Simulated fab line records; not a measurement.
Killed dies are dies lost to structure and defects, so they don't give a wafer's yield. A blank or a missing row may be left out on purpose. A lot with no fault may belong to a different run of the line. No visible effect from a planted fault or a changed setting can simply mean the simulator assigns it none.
fab line records | flow n5-finfet
record: lots: 7 | wafers: 21 | last-day: 19
route steps=1938 shown HKMG_FIN@439 BEOL_M4@1111
lots with no fault: from the same line, run without faults
start-h: start of the lot's first displayed wafer, in hours after the record's first day | wait-h: hours from the lot's prior step to this one | " identical to the entry in the row above | L1.1+2: a single row standing in for several wafers | - no value present, or no start provided | * or withheld: withheld | < > ~ a bound
route shown NAME@n: names a module that has steps shown in the file, with the first one's number in the route | usual: mean/standard deviation of fault-free wafers | same: alike in all rows | chamber/n: place in a boat | sites: readings site by site | _std_site: their standard deviation | _edge_site: inner sites' mean taken away from outer sites' mean | radius-mm: for every site, how far away it sits from the centre of the wafer | mask NAME#n: copy n | behind: the last tool/chamber to shape the wafer | hold: why the lot was held/for how many hours/how that ended | device: the transistor (n, p or np) that didn't switch | end of line: tests of these same wafers at the route's end | where a step has no rows: the recipe by itself | killed: the dies lost at the first sort to structure and to defects; this is not the yield of the wafer | map: the dies of a wafer, with x for killed, . for not killed, _ for no die there
set.NAME: setting as actually run; set.NAME@STEP: the setting as run at that earlier step | model.NAME: the simulator's own value behind a step, which no gauge read
certain route steps with their lots: each step a table, each wafer a row
services: when a tool's chamber went out of use (start-h, in hours from the record's first day, below 0 if earlier), for how many hours, and the reason
== steps ==
step: N5_HKMG_FIN_STRIP_92
recipe: chemistry: N2/H2 | material: SOC | time-s: 20 | power-w: 500 | temp-c: 40 | pressure-mtorr: 50 | rf-frequency-hz: 6e+07 | bias-power-w: 8 | h2-frac: 0.5 | n2-flow-sccm: 300 | h2-flow-sccm: 300
step: N5_HKMG_FIN_WET_ETCH_18
recipe: chemistry: SC1 | target: TiN | mix: 1:1:5 | temp-c: * | time-s: 55 | target-depth-nm: 5.2 | dry: ipa-marangoni | rinse-time-s: 30 | rinse-temp-c: 23
step: N5_HKMG_FIN_STRIP_19
recipe: chemistry: N2/H2 | power-w: 2500 | temp-c: 300 | h2-frac: 0.65 | time-s: 360 | pressure-mtorr: withheld | n2-flow-sccm: 1750 | h2-flow-sccm: 3250
usual: drypump-motor-current-A: 5.43/0.11 | heater-power-w: 467/13 | n2-flow-sccm: 1750/5
lot.wafer | tool            | chamber | start-h | wait-h | drypump-motor-current-A | heater-power-w | n2-flow-sccm | rf-hours-counter-h
L411.1    | plasma-asher-02 | 1       | 81.73   | 0.0    | 5.40                    | 471            | 1760         | 83
L411.4    | "               | 1       | "       | "      | 5.41                    | 477            | 1761         | -
L411.5    | "               | 0       | "       | "      | 5.46                    | 476            | 1752         | -
L417.3    | plasma-asher-02 | 0       | 120.98  | 0.1    | 5.48                    | 468            | 1745         | -
L417.4    | "               | 1       | "       | "      | 5.38                    | 475            | 1748         | -
L417.5    | "               | 1       | "       | "      | 5.39                    | 467            | 1742         | -
L423.1    | plasma-asher-01 | 1       | 148.34  | 0.0    | 5.28                    | 446            | 1755         | 47
L423.5    | "               | 0       | "       | "      | 5.55                    | 465            | 1749         | -
L423.6    | "               | 1       | "       | "      | 5.28                    | 452            | 1753         | -
L424.3    | plasma-asher-02 | 0       | 157.49  | 0.1    | 5.52                    | 471            | 1749         | -
L424.4    | "               | 1       | "       | "      | 5.39                    | 482            | 1744         | -
L424.5    | "               | 0       | "       | "      | 5.48                    | 488            | 1740         | -
L425.1    | plasma-asher-02 | 0       | 161.84  | 0.0    | 5.47                    | 471            | 1745         | 103
L425.3    | "               | 0       | "       | "      | 5.47                    | 477            | 1741         | -
L425.4    | "               | 1       | "       | "      | 5.41                    | 469            | 1746         | -
L432.2    | plasma-asher-01 | 1       | 204.39  | 0.0    | 5.27                    | 448            | 1760         | 58
L432.3    | "               | 0       | "       | "      | 5.58                    | 477            | 1748         | -
L432.6    | "               | 1       | "       | "      | 5.29                    | 451            | 1751         | -
L433.1    | plasma-asher-01 | 0       | 214.25  | 0.0    | 5.62                    | 480            | 1751         | 60
L433.2    | "               | 1       | "       | "      | 5.29                    | 447            | 1748         | 60
L433.4    | "               | 0       | "       | "      | 5.58                    | 474            | 1761         | -
step: N5_HKMG_FIN_ALD_91
recipe: material: TiN | target-thk-a: 10 | temp-c: 400 | ald-precursor-family: TiCl4 | ald-co-reactant: NH3 | pulse-time-s: 1 | purge-time-s: 3 | co-reactant-purge-time-s: 2 | co-reactant-pulse-time-s: 2 | ald-cycles: 47 | pressure-torr: 3
usual: heater-power-w: 859/76 | precursor-pulse-height-rel: 1.003/0.018
same: co-reactant-purge-time-s: 2 | pulse-time-s: 1
lot.wafer | tool         | chamber | start-h | wait-h | heater-power-w | precursor-pulse-height-rel
L411.1    | ald-metal-04 | 0       | 82.11   | 0.3    | 842            | 1.011
L411.4    | "            | 1       | "       | "      | 759            | 1.020
L411.5    | "            | 2       | "       | "      | 869            | 1.011
L417.3    | ald-metal-04 | 1       | 121.25  | 0.1    | 775            | 0.959
L417.4    | "            | 2       | "       | "      | 870            | 1.034
L417.5    | "            | 0       | "       | "      | 841            | 0.995
L423.1    | ald-metal-02 | 1       | 148.72  | 0.3    | 876            | 0.988
L423.5    | "            | 3       | "       | "      | 776            | 1.010
L423.6    | "            | 2       | "       | "      | 791            | 0.978
L424.3    | ald-metal-01 | 1       | 157.75  | 0.1    | 748            | 0.985
L424.4    | "            | 2       | "       | "      | 1068           | 0.976
L424.5    | "            | 3       | "       | "      | 871            | 0.984
L425.1    | ald-metal-01 | 2       | 162.23  | 0.3    | 1055           | 1.012
L425.3    | "            | 3       | "       | "      | 881            | 1.016
L425.4    | "            | 0       | "       | "      | 878            | 1.026
L432.2    | ald-metal-01 | 3       | 204.77  | 0.3    | 911            | 1.016
L432.3    | "            | 2       | "       | "      | 1044           | 1.010
L432.6    | "            | 1       | "       | "      | 764            | 0.969
L433.1    | ald-metal-02 | 0       | 214.63  | 0.3    | 861            | 1.007
L433.2    | "            | 3       | "       | "      | 782            | 0.980
L433.4    | "            | 1       | "       | "      | 881            | 1.009
step: N5_HKMG_FIN_COAT_85
recipe: resist: SOC | temp-c: 250 | time-s: 60 | spin-rpm: 1500 | resist-thk-nm: 300
step: N5_HKMG_FIN_ETCH_86
recipe: chemistry: N2/H2 | target: SOC | target-depth-a: 3932 | stop-on: TiN | ion-energy-ev: 100 | bias-w: 61 | pressure-mtorr: 30 | source-w: 850 | n2-flow-sccm: 200 | h2-flow-sccm: 200
step: N5_HKMG_FIN_STRIP_89
recipe: chemistry: N2/H2 | material: SOC | time-s: 20 | power-w: 500 | temp-c: 40 | pressure-mtorr: 50 | rf-frequency-hz: 6e+07 | bias-power-w: 8 | h2-frac: 0.5 | n2-flow-sccm: 300 | h2-flow-sccm: 300
usual: chamber-pressure-mTorr: 49.99/0.047 | drypump-motor-current-A: 5.77/0.27 | n2-flow-sccm: 300.0/0.75 | oes-product-au: 0.80/0.095 | rf-vpp-V: 54.3/0.93 | showerhead-plenum-p-Torr: 3.40/0.1 | throttle-valve-pct: 19.0/0.42
lot.wafer | tool        | chamber | start-h | wait-h | chamber-pressure-mTorr | drypump-motor-current-A | n2-flow-sccm | oes-product-au | rf-hours-counter-h | rf-vpp-V | showerhead-plenum-p-Torr | throttle-valve-pct
L411.1    | rie-diel-04 | 1       | 82.58   | 0.0    | 50.05                  | 6.07                    | 300.0        | 0.67           | 231                | 53.7     | 3.45                     | 19.1
L411.4    | "           | 3       | "       | "      | 50.02                  | 6.06                    | 299.8        | 0.94           | 10                 | 54.5     | 3.59                     | 18.8
L411.5    | "           | 2       | "       | "      | 49.96                  | 5.46                    | 298.2        | 0.71           | -                  | 53.6     | 3.22                     | 19.5
L417.3    | rie-diel-05 | 0       | 121.71  | 0.0    | 49.96                  | 5.61                    | 299.6        | 0.81           | 92                 | 54.9     | 3.38                     | 18.7
L417.4    | "           | 3       | "       | "      | 49.96                  | 5.90                    | 300.0        | 0.69           | -                  | 54.5     | 3.33                     | 19.8
L417.5    | "           | 0       | "       | "      | 50.00                  | 5.61                    | 299.6        | 0.80           | -                  | 53.2     | 3.38                     | 18.7
L423.1    | rie-diel-05 | 3       | 149.12  | 0.0    | 49.92                  | 5.92                    | 299.9        | 0.68           | 243                | 54.9     | 3.32                     | 19.8
L423.5    | "           | 3       | "       | "      | 50.06                  | 5.89                    | 300.8        | 0.68           | -                  | 53.5     | 3.32                     | 19.8
L423.6    | "           | 0       | "       | "      | 49.94                  | 5.57                    | 300.5        | 0.79           | -                  | 53.6     | 3.37                     | 18.7
L424.3    | rie-diel-04 | 1       | 158.35  | 0.0    | 50.03                  | 6.06                    | 300.5        | 0.98           | 2                  | 54.6     | 3.43                     | 18.7
L424.4    | "           | 2       | "       | "      | 50.02                  | 5.46                    | 300.8        | 0.69           | 214                | 54.4     | 3.21                     | 19.5
L424.5    | "           | 2       | "       | "      | 50.00                  | 5.46                    | 299.3        | 0.68           | -                  | 53.0     | 3.20                     | 19.5
L425.1    | rie-diel-05 | 3       | 162.62  | 0.0    | 50.00                  | 5.95                    | 300.9        | 0.68           | 248                | 53.1     | 3.32                     | 19.8
L425.3    | "           | 2       | "       | "      | 49.93                  | 6.17                    | 299.3        | 0.85           | 65                 | 53.6     | 3.41                     | 19.1
L425.4    | "           | 0       | "       | "      | 50.03                  | 5.60                    | 301.1        | 0.78           | 109                | 52.5     | 3.37                     | 18.7
L432.2    | rie-diel-05 | 0       | 205.17  | 0.0    | 49.93                  | 5.58                    | 299.7        | 0.77           | 126                | 55.3     | 3.36                     | 18.7
L432.3    | "           | 1       | "       | "      | 50.02                  | 5.81                    | 300.1        | 0.89           | 24                 | 53.3     | 3.42                     | 18.3
L432.6    | "           | 1       | "       | "      | 50.00                  | 5.82                    | 300.6        | 0.89           | -                  | 54.5     | 3.42                     | 18.3
L433.1    | rie-diel-04 | 2       | 215.03  | 0.0    | 50.03                  | 5.45                    | 300.7        | 0.69           | 231                | 52.6     | 3.20                     | 19.6
L433.2    | "           | 0       | "       | "      | 49.98                  | 5.46                    | 300.6        | 0.66           | 243                | 53.5     | 3.31                     | 19.3
L433.4    | "           | 1       | "       | "      | 50.05                  | 6.06                    | 300.6        | 0.94           | 20                 | 54.3     | 3.42                     | 18.8
step: N5_HKMG_FIN_WET_ETCH_87
recipe: chemistry: SC1 | target: TiN | mix: 1:2:40 | temp-c: 50 | time-s: 154.2 | target-depth-nm: 4.7 | dry: ipa-marangoni | rinse-time-s: 30 | rinse-temp-c: 23
step: N5_HKMG_FIN_STRIP_88
recipe: chemistry: N2/H2 | power-w: 2500 | temp-c: 300 | h2-frac: 0.65 | time-s: 360 | pressure-mtorr: withheld | n2-flow-sccm: 1750 | h2-flow-sccm: 3250
step: N5_HKMG_FIN_NWFM_ALD_20
recipe: material: TiAlC | target-thk-a: 20 | temp-c: 300 | ald-precursor-family: TiCl4 | ald-co-reactant: TEA | pulse-time-s: 3 | purge-time-s: 2 | co-reactant-purge-time-s: 2 | co-reactant-pulse-time-s: 10 | ald-cycles: 7 | pressure-torr: 3
usual: heater-power-w: 483/47 | precursor-pulse-height-rel: 0.998/0.018
same: co-reactant-purge-time-s: 2 | pulse-time-s: 3
lot.wafer | tool         | chamber | start-h | wait-h | heater-power-w | precursor-pulse-height-rel
L411.1    | ald-metal-04 | 2       | 83.15   | 0.3    | 471            | 0.991
L411.4    | "            | 3       | "       | "      | 535            | 0.976
L411.5    | "            | 2       | "       | "      | 492            | 0.979
L417.3    | ald-metal-02 | 2       | 122.29  | 0.1    | 448            | 0.995
L417.4    | "            | 1       | "       | "      | 502            | 1.005
L417.5    | "            | 3       | "       | "      | 437            | 1.002
L423.1    | ald-metal-01 | 3       | 149.70  | 0.3    | 484            | 1.025
L423.5    | "            | 0       | "       | "      | 498            | 0.977
L423.6    | "            | 1       | "       | "      | 420            | 1.021
L424.3    | ald-metal-01 | 1       | 158.92  | 0.1    | 422            | 1.015
L424.4    | "            | 3       | "       | "      | 496            | 0.985
L424.5    | "            | 0       | "       | "      | 508            | 0.995
L425.1    | ald-metal-04 | 3       | 163.20  | 0.3    | 542            | 1.003
L425.3    | "            | 1       | "       | "      | 438            | 1.000
L425.4    | "            | 0       | "       | "      | 464            | 0.995
L432.2    | ald-metal-02 | 0       | 205.74  | 0.3    | 482            | 1.028
L432.3    | "            | 1       | "       | "      | 494            | 0.986
L432.6    | "            | 0       | "       | "      | 480            | 1.013
L433.1    | ald-metal-02 | 3       | 215.61  | 0.3    | 435            | 1.014
L433.2    | "            | 2       | "       | "      | 440            | 0.990
L433.4    | "            | 1       | "       | "      | 492            | 0.967
step: N5_HKMG_FIN_ALD_71
recipe: material: TiN | target-thk-a: 10 | temp-c: 400 | ald-precursor-family: TiCl4 | ald-co-reactant: NH3 | pulse-time-s: 1 | purge-time-s: 3 | co-reactant-purge-time-s: 2 | co-reactant-pulse-time-s: 2 | ald-cycles: 47 | pressure-torr: 3
usual: heater-power-w: 861/81 | precursor-pulse-height-rel: 0.998/0.02
same: co-reactant-purge-time-s: 2 | pulse-time-s: 1
lot.wafer | tool         | chamber | start-h | wait-h | heater-power-w | precursor-pulse-height-rel
L411.1    | ald-metal-04 | 2       | 83.25   | 0.0    | 872            | 1.030
L411.4    | "            | 3       | "       | "      | 924            | 0.995
L411.5    | "            | 2       | "       | "      | 858            | 1.030
L417.3    | ald-metal-02 | 2       | 122.39  | 0.0    | 787            | 0.989
L417.4    | "            | 1       | "       | "      | 863            | 1.013
L417.5    | "            | 3       | "       | "      | 790            | 0.999
L423.1    | ald-metal-01 | 3       | 149.80  | 0.0    | 882            | 0.979
L423.5    | "            | 0       | "       | "      | 894            | 1.034
L423.6    | "            | 1       | "       | "      | 740            | 1.001
L424.3    | ald-metal-01 | 1       | 159.02  | 0.0    | 757            | 1.008
L424.4    | "            | 3       | "       | "      | 874            | 1.014
L424.5    | "            | 0       | "       | "      | 904            | 1.023
L425.1    | ald-metal-04 | 3       | 163.30  | 0.0    | 961            | 1.002
L425.3    | "            | 1       | "       | "      | 768            | 1.004
L425.4    | "            | 0       | "       | "      | 856            | 0.990
L432.2    | ald-metal-02 | 0       | 205.84  | 0.0    | 857            | 1.020
L432.3    | "            | 1       | "       | "      | 870            | 1.026
L432.6    | "            | 0       | "       | "      | 869            | 0.984
L433.1    | ald-metal-02 | 3       | 215.71  | 0.0    | 789            | 0.980
L433.2    | "            | 2       | "       | "      | 783            | 0.967
L433.4    | "            | 1       | "       | "      | 867            | 0.979
step: N5_HKMG_FIN_COAT_66
recipe: resist: SOC | temp-c: 250 | time-s: 60 | spin-rpm: 1500 | resist-thk-nm: 300
step: N5_HKMG_FIN_ETCH_67
recipe: chemistry: N2/H2 | target: SOC | target-depth-a: 3889 | stop-on: TiN | ion-energy-ev: 100 | bias-w: 61 | pressure-mtorr: 30 | source-w: 850 | n2-flow-sccm: 200 | h2-flow-sccm: 200
usual: bias-w: 61.02/0.18 | chamber-pressure-mTorr: 29.999/0.029 | drypump-motor-current-A: 5.71/0.27 | n2-flow-sccm: 200.0/0.59 | oes-product-au: 0.80/0.098 | rf-vpp-V: 241.1/1.4 | showerhead-plenum-p-Torr: 2.58/0.091 | throttle-valve-pct: 17.8/0.31
lot.wafer | tool        | chamber | start-h | wait-h | bias-w | chamber-pressure-mTorr | drypump-motor-current-A | n2-flow-sccm | oes-product-au | rf-hours-counter-h | rf-vpp-V | showerhead-plenum-p-Torr | throttle-valve-pct | model.SOC_of_HKMG_FIN_COAT_66.thk-nm | model.TiN_of_HKMG_FIN_ALD_71.thk-nm
L411.1    | rie-diel-04 | 1       | 83.59   | -      | 60.72  | 29.948                 | 6.04                    | 198.5        | 0.67           | 232                | 242.4    | 2.61                     | 18.1               | 25                                   | 1
L411.4    | "           | 2       | "       | "      | 60.97  | 30.038                 | 5.45                    | 200.2        | 0.71           | 186                | 239.3    | 2.43                     | 18.3               | 16.4                                 | 1
L411.5    | "           | 3       | "       | "      | 60.93  | 30.034                 | 6.04                    | 200.1        | 0.93           | -                  | 243.0    | 2.73                     | 17.7               | 8.2                                  | 1
L417.3    | rie-diel-05 | 0       | 122.72  | -      | 61.40  | 29.969                 | 5.58                    | 199.6        | 0.79           | 92                 | 240.8    | 2.56                     | 17.5               | 21                                   | 1
L417.4    | "           | 3       | "       | "      | 60.97  | 30.012                 | 5.91                    | 200.4        | 0.67           | -                  | 240.5    | 2.52                     | 18.2               | 27.8                                 | 1
L417.5    | "           | 2       | "       | "      | 61.14  | 29.990                 | 6.17                    | 199.6        | 0.85           | -                  | 241.9    | 2.59                     | 17.9               | 24.2                                 | 1
L423.1    | rie-diel-06 | 2       | 150.17  | -      | -      | -                      | -                       | -            | -              | -                  | -        | -                        | -                  | 299.4                                | 1
L423.5    | "           | 3       | "       | "      | -      | -                      | -                       | -            | -              | -                  | -        | -                        | -                  | 300.8                                | 1
L423.6    | "           | 0       | "       | "      | -      | -                      | -                       | -            | -              | -                  | -        | -                        | -                  | 300.2                                | 1
L424.3    | rie-diel-04 | 0       | 159.36  | -      | -      | -                      | -                       | -            | -              | -                  | -        | -                        | -                  | 298.2                                | 1
L424.4    | "           | 1       | "       | "      | -      | -                      | -                       | -            | -              | -                  | -        | -                        | -                  | 299                                  | 1
L424.5    | "           | 0       | "       | "      | -      | -                      | -                       | -            | -              | -                  | -        | -                        | -                  | 299.4                                | 1
L425.1    | rie-diel-05 | 0       | 163.64  | -      | -      | -                      | -                       | -            | -              | -                  | -        | -                        | -                  | 297.4                                | 1
L425.3    | "           | 1       | "       | "      | -      | -                      | -                       | -            | -              | -                  | -        | -                        | -                  | 298.2                                | 1
L425.4    | "           | 2       | "       | "      | -      | -                      | -                       | -            | -              | -                  | -        | -                        | -                  | 299                                  | 1
L432.2    | rie-diel-05 | 1       | 206.18  | -      | 61.00  | 30.043                 | 5.80                    | 200.3        | 0.89           | 25                 | 241.5    | 2.59                     | 17.2               | 18.4                                 | 1
L432.3    | "           | 2       | "       | "      | 61.47  | 30.027                 | 6.15                    | 200.2        | 0.81           | 82                 | 241.4    | 2.57                     | 18.0               | 21                                   | 1
L432.6    | "           | 2       | "       | "      | 60.93  | 30.000                 | 6.16                    | 200.9        | 0.82           | -                  | 241.3    | 2.57                     | 18.0               | 19.8                                 | 1
L433.1    | rie-diel-04 | 1       | 216.05  | -      | 61.28  | 29.957                 | 6.07                    | 200.0        | 0.92           | 20                 | 241.9    | 2.59                     | 17.6               | 13                                   | 1
L433.2    | "           | 2       | "       | "      | 60.54  | 29.978                 | 5.45                    | 199.7        | 0.67           | 231                | 238.0    | 2.42                     | 18.4               | 20.2                                 | 1
L433.4    | "           | 0       | "       | "      | 61.32  | 29.966                 | 5.45                    | 200.0        | 0.66           | 244                | 240.0    | 2.50                     | 17.9               | 26.4                                 | 1
step: N5_HKMG_FIN_STRIP_90
recipe: chemistry: N2/H2 | material: SOC | time-s: 20 | power-w: 500 | temp-c: 40 | pressure-mtorr: 50 | rf-frequency-hz: 6e+07 | bias-power-w: 8 | h2-frac: 0.5 | n2-flow-sccm: 300 | h2-flow-sccm: 300
step: N5_BEOL_M4_RC_MEAS_101
usual: DIBL_N: 35.1/1.6 | DIBL_P: 34.9/1.8 | IOFF_N: 0.143/0.026 | IOFF_P: 0.21/0.037 | ION_N: 671/11 | ION_P: 463/7.8 | SS_N: 71.2/0.58 | SS_P: 73.0/0.54 | VT_N: 251/3 | VT_P: -250/4.1
lot.wafer | tool      | chamber | start-h | wait-h | DIBL_N[mV/V] | DIBL_P[mV/V] | IOFF_N[nA/um] | IOFF_P[nA/um] | ION_N[uA/um] | ION_P[uA/um] | SS_N[mV/dec] | SS_P[mV/dec] | VT_N[mV] | VT_P[mV]
L411.1    | prober-02 | 0       | 186.89  | 0.0    | 36.6         | 36.0         | 0.177         | 0.23          | 693          | 468          | 70.9         | 72.4         | 247      | -246
L411.4    | "         | 0       | "       | "      | 36.0         | 36.2         | 0.172         | 0.24          | 691          | 478          | 71.3         | 73.6         | 246      | -244
L411.5    | "         | 0       | "       | "      | 37.3         | 37.4         | 0.191         | 0.26          | 688          | 473          | 71.5         | 72.5         | 248      | -243
L417.3    | prober-01 | 0       | 241.31  | 0.3    | 33.0         | 33.6         | 0.117         | 0.19          | 669          | 462          | 70.5         | 72.8         | 251      | -250
L417.4    | "         | 0       | "       | "      | 33.4         | 33.3         | 0.120         | 0.18          | 675          | 469          | 71.3         | 72.7         | 255      | -251
L417.5    | "         | 0       | "       | "      | 35.6         | 37.2         | 0.155         | 0.23          | 681          | 468          | 72.3         | 73.7         | 253      | -249
L432.2    | prober-02 | 0       | 331.17  | 0.2    | 36.4         | 37.7         | 0.172         | 0.23          | 687          | 467          | 71.1         | 73.7         | 247      | -249
L432.3    | "         | 0       | "       | "      | 36.6         | 38.5         | 0.183         | 0.24          | 691          | 461          | 71.9         | 74.1         | 248      | -250
L432.6    | "         | 0       | "       | "      | 36.3         | 37.8         | 0.191         | 0.23          | 674          | 461          | 71.6         | 73.0         | 244      | -250
L433.1    | prober-01 | 0       | 339.61  | 0.6    | 34.2         | 32.7         | 0.114         | 0.20          | 657          | 468          | 70.9         | 72.2         | 254      | -250
L433.2    | "         | 0       | "       | "      | 36.7         | 33.9         | 0.153         | 0.22          | 662          | 460          | 72.7         | 72.5         | 253      | -246
L433.4    | "         | 0       | "       | "      | 36.3         | 35.8         | 0.155         | 0.26          | 670          | 474          | 71.6         | 73.3         | 251      | -245
== services ==
tool            | chamber | start-h | hours | kind
plasma-asher-01 | -       | 79.42   | 4.2   | repair
rie-diel-05     | 3       | 87.35   | 1.4   | repair
rie-diel-05     | 1       | 117.01  | -     | clean
rie-diel-05     | 1       | 117.01  | -     | consumable-replace:focus-ring
rie-diel-05     | 1       | 117.01  | 21.5  | scheduled-down
rie-diel-05     | 1       | 117.01  | 21.5  | vent-cycle
rie-diel-04     | 0       | 120.85  | 5.2   | repair
plasma-asher-01 | -       | 129.65  | 14.6  | pm
rie-diel-04     | 1       | 135.28  | -     | clean
rie-diel-04     | 1       | 135.28  | -     | consumable-replace:focus-ring
rie-diel-04     | 1       | 135.28  | 16.8  | scheduled-down
rie-diel-04     | 1       | 135.28  | 16.8  | vent-cycle
ald-metal-04    | -       | 147.83  | 2.8   | pm
rie-diel-06     | 3       | 172.28  | -     | clean
rie-diel-06     | 3       | 172.28  | -     | consumable-replace:focus-ring
rie-diel-06     | 3       | 172.28  | 22.5  | scheduled-down
rie-diel-06     | 3       | 172.28  | 22.5  | vent-cycle
rie-diel-05     | 3       | 184.85  | -     | clean
rie-diel-05     | 3       | 184.85  | -     | consumable-replace:focus-ring
rie-diel-05     | 3       | 184.85  | 29.9  | scheduled-down
rie-diel-05     | 3       | 184.85  | 29.9  | vent-cycle
ald-metal-04    | -       | 188.72  | 1.3   | repair
ald-metal-01    | 2       | 209.68  | 14.3  | repair
== key ==
first-sign: step: N5_HKMG_FIN_ETCH_67 | reading: tool-record | direction: missing
effect none on later readings
model-effect: step: N5_HKMG_FIN_ETCH_67 | value: SOC_of_HKMG_FIN_COAT_66.thk-nm | without: 16.87 | struck: 299.1
met-at N5_HKMG_FIN_ETCH_67
struck-wafers L423.1,L423.5,L423.6,L424.3,L424.4,L424.5,L425.1,L425.3,L425.4
later-rows-left-out L423.1,L423.5,L423.6,L424.3,L424.4,L424.5,L425.1,L425.3,L425.4
sort-left-out L423.1,L423.5,L423.6,L424.3,L424.4,L424.5,L425.1,L425.3,L425.4
tester-left-out L423,L424,L425
onset-between 122.72 150.17
fault: kind: skipped-step-whole | tool: rie-diel-04,rie-diel-05,rie-diel-06 | chamber: - | onset-h: 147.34 | steps: N5_HKMG_FIN_ETCH_67 | scope: struck-lots-only
tester-left-out: of these lots the tester's yield and bins aren't shown, on N5 and GAA mostly nor the transistor test; their killed dies are dies lost to structure and defects alone, not to doping, threshold or leakage, so they don't give the yield
sort-left-out: the simulated sort isn't trusted on such a fault, so these wafers' sort isn't shown, and their yield isn't known
later-rows-left-out: the simulator's readings of these wafers behind a module that went badly wrong aren't trusted and aren't shown, but for the sort
